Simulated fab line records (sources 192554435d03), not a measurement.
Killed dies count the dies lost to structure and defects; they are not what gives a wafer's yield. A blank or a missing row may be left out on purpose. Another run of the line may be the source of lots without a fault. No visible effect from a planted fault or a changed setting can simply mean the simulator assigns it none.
Which tool is to blame?	flow n5-finfet	8 lots, 24 wafers sampled, at 1 step of a route of 1938

== WHAT THE GAUGES SHOWED, per wafer ==
N5_BEOL_M15_RC_MEAS_101.
lot	measured	on	COMB_M11 (S/m)
L075	day 11 14:06	prober-01	1.2e-11 2.3e-11 1.2e-11
L077	day 12 05:11	prober-02	1.6e-11 1.6e-11 1.3e-11
L080	day 12 21:25	prober-01	1.4e-11 1.3e-11 1.6e-11
L083	day 13 04:02	prober-01	1.7e-11 1.3e-11 1.1e-11
L086	day 14 21:53	prober-02	1.2e-11 1.8e-11 1.2e-11
L089	day 15 14:20	prober-01	9e-12 1.6e-11 1.1e-11
L093	day 16 17:33	prober-01	1.3e-11 1.5e-11 9e-12
L094	day 16 22:13	prober-01	1.3e-11 9e-12 7e-12

== WHAT TOOL EACH LOT RAN ON (gives the tool, then ch and the chambers of the sampled wafers, and finally the start) ==
There is no process step in the record ahead of these readings.

== THE ANSWER, worked out from the rows above alone ==
Rule: the lots themselves supply what counts as usual. The widest of any qualifying gaps counts: lots, ordered by their means at a reading, are off when they make up no more than a third of the lots, leave a main group of 4 or more, and stand apart from it by 3 or more times the standard deviation of that group's means. A main group whose means are all the same, to the digits that the tables above print for the reading, isn't used. A lot without any number at a reading at which 4 lots or more have one is off too. All remaining lots with rows at the step are treated as sound.
No lot is off on any of the readings shown, so nothing can be concluded from this.

== WHAT THE SIMULATOR PUT IN ==
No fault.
